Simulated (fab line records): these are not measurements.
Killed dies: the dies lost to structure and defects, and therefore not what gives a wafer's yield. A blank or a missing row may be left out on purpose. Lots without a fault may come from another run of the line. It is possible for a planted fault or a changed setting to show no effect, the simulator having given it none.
Chamber matching -- flow nand_harc -- cmp-04 running NHARC_A_DECK1_JOINT_CMP_02: 4 sister chambers
The step polishes SiOx. 14 wafers are shown with their chamber, then 7 later ones without.

WAFERS, EACH WITH ITS CHAMBER
wafer,chamber,motor_current_A (A)
L076.1,1,13.1
L076.2,2,13.0
L076.3,0,9.6
L080.3,1,13.4
L080.5,3,10.8
L080.6,0,10.4
L081.1,1,13.6
L081.3,3,9.9
L081.4,0,9.7
L086.1,1,13.9
L086.4,3,10.3
L086.5,0,10.2
L088.1,2,12.7
L088.4,1,13.3

SIGNATURES (means of the wafers above)
reading,chamber 0,chamber 1,chamber 2,chamber 3,scatter within a chamber
motor_current_A,9.975,13.460,12.850,10.333,0.357
Rule: a wafer's distance from a chamber is the root of the sum, over the readings, of the square of ((its reading less the chamber's mean) divided by the reading's scatter). The wafer belongs to the nearest chamber; if the next one is less than 2 further off, it can't be placed. How the scatter is found: for the shown wafers, subtract from each reading the mean of its chamber, square and add these, divide the total by (wafers less chambers), then take the root.

WAFERS MISSING THEIR CHAMBER
wafer,motor_current_A (A)
L088.5,10.2
L092.1,13.4
L092.2,12.6
L092.5,10.3
L093.2,9.8
L093.4,13.0
L093.6,13.3

THE CHAMBER EACH PASSED THROUGH
wafer,from the rows above,in truth
L088.5,can't be placed: 3 or 0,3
L092.1,can't be placed: 1 or 2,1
L092.2,can't be placed: 2 or 1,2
L092.5,can't be placed: 3 or 0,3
L093.2,can't be placed: 0 or 3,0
L093.4,can't be placed: 2 or 1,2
L093.6,can't be placed: 1 or 2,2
Placed correctly: 0 of 7. Cannot be placed on the basis of these rows: 7; the candidates contain the true chamber in 7. 0 placed wrongly.
